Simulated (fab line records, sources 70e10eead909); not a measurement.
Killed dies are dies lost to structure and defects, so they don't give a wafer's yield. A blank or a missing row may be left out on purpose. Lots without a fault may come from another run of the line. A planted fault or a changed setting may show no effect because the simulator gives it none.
Chamber matching | flow nand_harc | NHARC_A_M1_DEP_33 on pecvd-01: 3 sister chambers
The step deposits SiCN, target thk 30 nm. 6 wafers are shown with their chamber, then 8 later ones without.

WAFERS WITH THEIR CHAMBER
wafer  | chamber | heater_power_w (W) | showerhead_vpp_V (V)
L101.4 | 1       | 807                | 1260
L106.4 | 0       | 674                | 1260
L106.6 | 1       | 745                | 1292
L107.4 | 2       | 487                | 1393
L107.5 | 0       | 695                | 1202
L110.2 | 2       | 526                | 1429

WAFERS WITHOUT THEIR CHAMBER
wafer  | heater_power_w (W) | showerhead_vpp_V (V)
L110.3 | 816                | 1273
L110.6 | 804                | 1292
L114.3 | 688                | 1245
L114.4 | 657                | 1231
L114.6 | 777                | 1304
L119.2 | 564                | 1231
L119.3 | 520                | 1405
L119.4 | 614                | 1274

WHICH CHAMBER EACH WENT THROUGH
wafer  | from the rows above | in truth
L110.3 | 1                   | 1
L110.6 | 1                   | 1
L114.3 | 0                   | 0
L114.4 | 0                   | 0
L114.6 | 1                   | 1
L119.2 | 0                   | 0
L119.3 | 2                   | 2
L119.4 | 0                   | 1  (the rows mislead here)
Placed correctly: 7 of 8. Can't be placed from these rows: 0. Placed wrongly: 1.
How it was worked out, from the rows above alone: a wafer's distance from a chamber is the root of the sum, over the readings, of the square of ((its reading less the chamber's mean) divided by the reading's scatter). The wafer belongs to the nearest chamber; if the next one is less than 2 further off, it can't be placed. A chamber's mean is the mean of its shown wafers. The scatter: the root of (the sum of the squares of (reading less its chamber's mean) over the shown wafers, divided by (wafers less chambers)).
